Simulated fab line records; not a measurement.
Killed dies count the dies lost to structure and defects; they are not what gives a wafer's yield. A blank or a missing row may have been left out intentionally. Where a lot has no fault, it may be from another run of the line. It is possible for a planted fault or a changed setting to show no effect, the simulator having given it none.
The tool behind it: which one? -- flow n5Finfet -- 24 wafers from 8 lots sampled at 7 of the route's 1938 steps

WHAT THE GAUGES SHOWED, per wafer
N5_BEOL_M4_THK_MEAS_53: measures by xrf. Usual: M4_THK 40.1 nm, standard deviation 1.5.
lot,measured,on,M4_THK (nm),flag
L168,day 7 18:11,filmMetro-01,41.4 41.7 37.9,
L170,day 8 11:15,filmMetro-01,37.0 38.8 42.6,
L172,day 8 17:02,filmMetro-02,39.5 39.2 39.5,
L176,day 9 16:31,filmMetro-02,40.4 37.1 38.8,
L175,day 9 20:13,filmMetro-01,42.4 40.6 42.2,
L178,day 10 07:13,filmMetro-01,41.6 41.2 38.4,
L181,day 11 01:55,filmMetro-02,41.2 146.5 147.5,OFF
L191,day 13 11:39,filmMetro-01,39.2 38.1 40.3,

N5_BEOL_M4_INSPECT_59: inspects for defects (darkfield). Usual: rawDefectCount at 75, with a standard deviation of 26.
lot,measured,on,rawDefectCount,flag
L168,day 7 18:28,defectInspect-02,111 60 55,
L170,day 8 11:32,defectInspect-02,77 79 61,
L172,day 8 17:22,defectInspect-02,81 60 48,
L176,day 9 16:56,defectInspect-01,149 80 100,
L175,day 9 20:32,defectInspect-01,65 52 50,
L178,day 10 07:29,defectInspect-01,79 78 95,
L181,day 11 02:14,defectInspect-02,32 4968 4876,OFF
L191,day 13 11:56,defectInspect-02,49 106 78,

N5_BEOL_M4_RC_MEAS_101. Usual: DIBL_N 36.6 mV/V, standard deviation 2.1; DIBL_P 36.3 mV/V, standard deviation 2.2; IOFF_N 0.16 nA/um, standard deviation 0.036; IOFF_P 0.21 nA/um, standard deviation 0.038; ION_N 671 uA/um, standard deviation 12; ION_P 460 uA/um, standard deviation 7.5; SS_N 71.8 mV/dec, standard deviation 0.72; SS_P 73.3 mV/dec, standard deviation 0.72; VT_N 250 mV, standard deviation 3.2; VT_P -250 mV, standard deviation 3.5.
lot,measured,on,DIBL_N (mV/V),DIBL_P (mV/V),IOFF_N (nA/um),IOFF_P (nA/um),ION_N (uA/um),ION_P (uA/um),SS_N (mV/dec),SS_P (mV/dec),VT_N (mV),VT_P (mV),flag
L168,day 7 18:29,prober-02,40.1 35.0 37.9,39.8 35.4 38.1,0.20 0.12 0.16,0.21 0.16 0.19,675 655 669,456 453 456,72.6 71.2 71.4,73.9 72.8 73.9,248 253 252,-254 -257 -257,
L170,day 8 11:43,prober-02,35.4 36.8 38.4,36.4 37.3 40.0,0.17 0.20 0.23,0.22 0.23 0.28,661 678 680,459 460 461,72.0 72.4 72.7,74.1 74.3 74.9,250 245 243,-251 -250 -248,
L172,day 8 17:33,prober-01,39.1 34.7 33.8,39.6 33.7 33.0,0.20 0.13 0.11,0.25 0.17 0.15,683 654 656,458 451 454,72.3 71.3 70.9,74.0 72.3 72.3,249 252 252,-247 -252 -255,
L176,day 9 17:07,prober-01,35.7 36.0 35.9,35.6 36.6 36.8,0.16 0.16 0.16,0.21 0.23 0.22,674 673 673,459 462 458,71.9 71.8 72.2,73.0 73.2 73.3,248 250 249,-252 -249 -250,
L175,day 9 20:33,prober-02,38.0 39.1 40.2,36.7 37.5 38.5,0.17 0.18 0.21,0.23 0.24 0.26,659 674 673,459 465 461,72.0 72.2 72.8,73.5 73.8 73.4,249 248 245,-247 -248 -247,
L178,day 10 07:31,prober-01,32.1 36.3 36.9,31.7 35.6 36.6,0.12 0.18 0.18,0.17 0.24 0.25,668 686 673,470 471 465,69.9 72.0 72.1,72.2 73.1 73.4,253 248 248,-250 -247 -246,
L181,day 11 02:44,prober-01,40.5,39.9,0.23,0.26,696,469,72.1,74.7,244,-249,
L191,day 13 12:16,prober-02,35.4 36.7 36.5,34.1 37.2 36.3,0.15 0.17 0.16,0.20 0.27 0.23,671 686 678,462 478 467,70.7 71.8 71.5,73.4 73.5 74.0,250 247 249,-248 -245 -246,

EACH LOT AND THE TOOL THAT RAN IT (in order: tool; ch and the chambers of the sampled wafers; start)
lot,N5_BEOL_M4_SPUTTER_88,N5_BEOL_M4_SPUTTER_90,N5_BEOL_M4_SPUTTER_94,N5_BEOL_M4_CMP_52
L168,"pvdSputter-01, day 7 16:30","pvdSputter-01, day 7 16:43","pvdSputter-01, day 7 17:10","cmp-01 ch 0,1,3, day 7 17:53"
L170,"pvdSputter-02, day 8 09:34","pvdSputter-02, day 8 09:47","pvdSputter-02, day 8 10:13","cmp-04 ch 0,1,2, day 8 11:02"
L172,"pvdSputter-03, day 8 15:22","pvdSputter-03, day 8 15:35","pvdSputter-03, day 8 16:02","cmp-04 ch 0,2,3, day 8 16:47"
L176,"pvdSputter-03, day 9 14:51","pvdSputter-03, day 9 15:04","pvdSputter-03, day 9 15:31","cmp-03 ch 0,1,2, day 9 16:16"
L175,"pvdSputter-02, day 9 18:33","pvdSputter-02, day 9 18:46","pvdSputter-02, day 9 19:13","cmp-03 ch 1,3, day 9 19:55"
L178,"pvdSputter-03, day 10 05:32","pvdSputter-03, day 10 05:45","pvdSputter-03, day 10 06:11","cmp-04 ch 0,2,3, day 10 06:55"
L181,"pvdSputter-01, day 11 00:14","pvdSputter-01, day 11 00:28","pvdSputter-01, day 11 00:54","cmp-04 ch 1,2,3, day 11 01:41"
L191,"pvdSputter-01, day 13 09:58","pvdSputter-01, day 13 10:11","pvdSputter-01, day 13 10:38","cmp-03 ch 0,1,2, day 13 11:26"
- N5_BEOL_M4_SPUTTER_88: material Cu, target thk 4.5 nm, time 8.29 s.
- N5_BEOL_M4_SPUTTER_90: material Cu, target thk 4.5 nm, time 8.29 s.
- N5_BEOL_M4_SPUTTER_94: material Cu, target thk 4.5 nm, time 8.29 s.
- N5_BEOL_M4_CMP_52: polishes, stops on SiOC, t overpolish 6.8 s, target thk 40 nm.

AS READ BY THE TOOLS THEMSELVES (means over the sampled wafers that have a number; for cases with no such wafer, the mark the record gives instead)
N5_BEOL_M4_SPUTTER_88. Usual: chamberPressurePa 0.06999 Pa, standard deviation 0.00014; chuckSensorTempC -15.9 C, standard deviation 0.42; susceptorTempC -20.02 C, standard deviation 0.11; throttleValvePct 29.9 %, standard deviation 0.91.
lot,tool,chamberPressurePa (Pa),chuckSensorTempC (C),susceptorTempC (C),throttleValvePct (%),flag
L168,pvdSputter-01,0.07000,-15.7,-20.03,30.4,
L170,pvdSputter-02,0.07002,-15.9,-20.13,30.4,
L172,pvdSputter-03,0.07001,-16.4,-20.06,30.0,
L176,pvdSputter-03,0.06998,-15.6,-19.98,29.9,
L175,pvdSputter-02,0.07002,-16.0,-20.12,29.6,
L178,pvdSputter-03,0.07004,-16.2,-20.09,30.3,
L181,pvdSputter-01,0.07004,-15.6,-19.86,29.4,
L191,pvdSputter-01,0.06993,-15.8,-19.79,29.8,

N5_BEOL_M4_SPUTTER_90. Usual: chamberPressurePa 0.07001 Pa, standard deviation 0.00015; chuckSensorTempC -15.9 C, standard deviation 0.42; susceptorTempC -20.01 C, standard deviation 0.11; throttleValvePct 29.9 %, standard deviation 0.91.
lot,tool,chamberPressurePa (Pa),chuckSensorTempC (C),susceptorTempC (C),throttleValvePct (%),flag
L168,pvdSputter-01,0.06984,-15.7,-19.96,30.3,
L170,pvdSputter-02,0.06988,-15.9,-20.06,30.5,
L172,pvdSputter-03,0.06992,-16.5,-19.94,29.9,
L176,pvdSputter-03,0.06998,-15.5,-19.97,30.0,
L175,pvdSputter-02,0.07008,-16.0,-19.95,29.5,
L178,pvdSputter-03,0.06988,-16.0,-20.10,30.2,
L181,pvdSputter-01,0.07004,-15.5,-19.90,29.7,
L191,pvdSputter-01,0.06999,-15.8,-20.04,29.9,

N5_BEOL_M4_SPUTTER_94. Usual: chamberPressurePa 0.07 Pa, standard deviation 0.00015; chuckSensorTempC -15.9 C, standard deviation 0.42; susceptorTempC -19.98 C, standard deviation 0.11; throttleValvePct 29.9 %, standard deviation 0.9.
lot,tool,chamberPressurePa (Pa),chuckSensorTempC (C),susceptorTempC (C),throttleValvePct (%),flag
L168,pvdSputter-01,0.07,-15.7,-20.09,30.5,
L170,pvdSputter-02,0.07,-15.9,-19.96,30.4,
L172,pvdSputter-03,0.07,-16.4,-19.84,29.9,
L176,pvdSputter-03,0.07,-15.6,-19.94,29.8,
L175,pvdSputter-02,0.07,-15.9,-19.90,29.5,
L178,pvdSputter-03,0.07,-16.1,-19.87,30.4,
L181,pvdSputter-01,0.07,-15.6,-19.94,29.4,
L191,pvdSputter-01,0.07,-15.8,-19.85,29.9,

N5_BEOL_M4_CMP_52. Usual: barrierFieldEndpointS 24.6 s, standard deviation 0.64; edgeZonePressureFrac 1.000, standard deviation 0.0049; motorCurrentA 5.8 A, standard deviation 0.42; overpolishRunS 6.801 s, standard deviation 0.0086; retainingRingPressureFrac 1.000, standard deviation 0.005; timeToEndpointS 62 s, standard deviation 3.3.
lot,tool,barrierFieldEndpointS (s),edgeZonePressureFrac,motorCurrentA (A),overpolishRunS (s),retainingRingPressureFrac,timeToEndpointS (s),flag
L168,cmp-01,24.8,1.002,5.1,6.800,1.000,63,
L170,cmp-04,25.3,0.996,5.8,6.799,0.996,64,
L172,cmp-04,24.5,1.005,5.9,6.798,0.995,58,
L176,cmp-03,24.6,0.996,6.1,6.805,0.998,61,
L175,cmp-03,24.8,1.004,5.6,6.801,0.997,61,
L178,cmp-04,24.4,0.995,5.9,6.797,1.001,62,
L181,cmp-04,35.5,0.999,5.6,2.295,1.003,74,OFF
L191,cmp-03,24.1,0.994,6.1,6.804,1.001,58,

THE ANSWER, worked out from the rows above alone
Rule: a lot counts as off when the mean over its wafers that have a number is more than 3 standard deviations away from the usual mean. A lot without any number at a reading at which 4 lots or more have one is off too. Any other lot the step has rows for is counted as sound. First the gauges in route order, then the tools' own readings, where a lot's mean is used as printed above. The first step at which some lot is off is used, and at that step the reading that is off furthest; a lot without a number counts as furthest.
Off: at N5_BEOL_M4_THK_MEAS_53 (M4_THK), L181.
A tool fits if, at a process step before that reading, it ran every lot that is off, and no sound lot after the first of them. The gauges at N5_BEOL_M4_THK_MEAS_53 aren't tried: what is off there is off at N5_BEOL_M4_INSPECT_59 too, on other tools, and a gauge's error can't cause that. One candidate fits, namely cmp-04 at N5_BEOL_M4_CMP_52. A fault onset in the window from L178 (day 10 06:55, its last sound lot) to L181 (day 11 01:41, its first lot off) fits.
The tool's own readings at N5_BEOL_M4_CMP_52 bear it out: on the lots that are off they differ by more than 5 times the standard deviation of the sound lots' means. barrierFieldEndpointS reads 35.5 s there against 24.6 s on the sound lots; overpolishRunS reads 2.295 s there against 6.801 s on the sound lots; timeToEndpointS reads 74 s there against 61 s on the sound lots.

WHAT THE SIMULATOR HAD INSERTED
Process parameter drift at N5_BEOL_M4_CMP_52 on cmp-04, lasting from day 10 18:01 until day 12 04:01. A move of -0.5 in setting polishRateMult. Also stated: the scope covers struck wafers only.
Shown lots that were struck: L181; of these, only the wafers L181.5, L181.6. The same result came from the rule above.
